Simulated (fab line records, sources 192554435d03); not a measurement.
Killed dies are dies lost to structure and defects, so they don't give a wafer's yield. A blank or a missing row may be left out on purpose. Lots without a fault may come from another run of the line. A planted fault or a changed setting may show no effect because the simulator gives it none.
Chamber matching | flow n5_finfet | N5_BEOL_M0_SAQP_HM_DEP_111 on pecvd-02: 3 sister chambers
The step deposits SiO2 from SiH4/N2O, target thk 12 nm, time 7.2 s. 6 wafers are shown with their chamber, then 12 later ones without.

WAFERS WITH THEIR CHAMBER
wafer  | chamber | showerhead_plenum_p_Torr (Torr) | showerhead_vpp_V (V)
L086.6 | 1       | 8.32                            | 1070
L087.3 | 2       | 8.28                            | 1030
L087.5 | 0       | 7.98                            | 1124
L092.1 | 1       | 8.29                            | 1045
L092.2 | 2       | 8.32                            | 1029
L092.3 | 0       | 8.03                            | 1139

WAFERS WITHOUT THEIR CHAMBER
wafer  | showerhead_plenum_p_Torr (Torr) | showerhead_vpp_V (V)
L093.1 | 8.03                            | 1153
L093.4 | 8.31                            | 1037
L093.5 | 8.31                            | 1048
L094.2 | 8.03                            | 1144
L094.4 | 8.31                            | 1055
L094.5 | 8.30                            | 1044
L095.2 | 8.31                            | 1044
L095.3 | 8.01                            | 1163
L095.4 | 8.01                            | 1139
L096.2 | 8.28                            | 1043
L096.3 | 8.32                            | 1035
L096.6 | 8.03                            | 1151

WHICH CHAMBER EACH WENT THROUGH
wafer  | from the rows above     | in truth
L093.1 | 0                       | 0
L093.4 | can't be placed: 2 or 1 | 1
L093.5 | can't be placed: 1 or 2 | 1
L094.2 | 0                       | 0
L094.4 | can't be placed: 1 or 2 | 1
L094.5 | can't be placed: 1 or 2 | 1
L095.2 | can't be placed: 1 or 2 | 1
L095.3 | 0                       | 0
L095.4 | 0                       | 0
L096.2 | can't be placed: 2 or 1 | 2
L096.3 | can't be placed: 2 or 1 | 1
L096.6 | 0                       | 0
Placed correctly: 5 of 12. Can't be placed from these rows: 7 (the true chamber is among the candidates in 7). Placed wrongly: 0.
How it was worked out, from the rows above alone: a wafer's distance from a chamber is the root of the sum, over the readings, of the square of ((its reading less the chamber's mean) divided by the reading's scatter). The wafer belongs to the nearest chamber; if the next one is less than 2 further off, it can't be placed. A chamber's mean is the mean of its shown wafers. The scatter: the root of (the sum of the squares of (reading less its chamber's mean) over the shown wafers, divided by (wafers less chambers)).
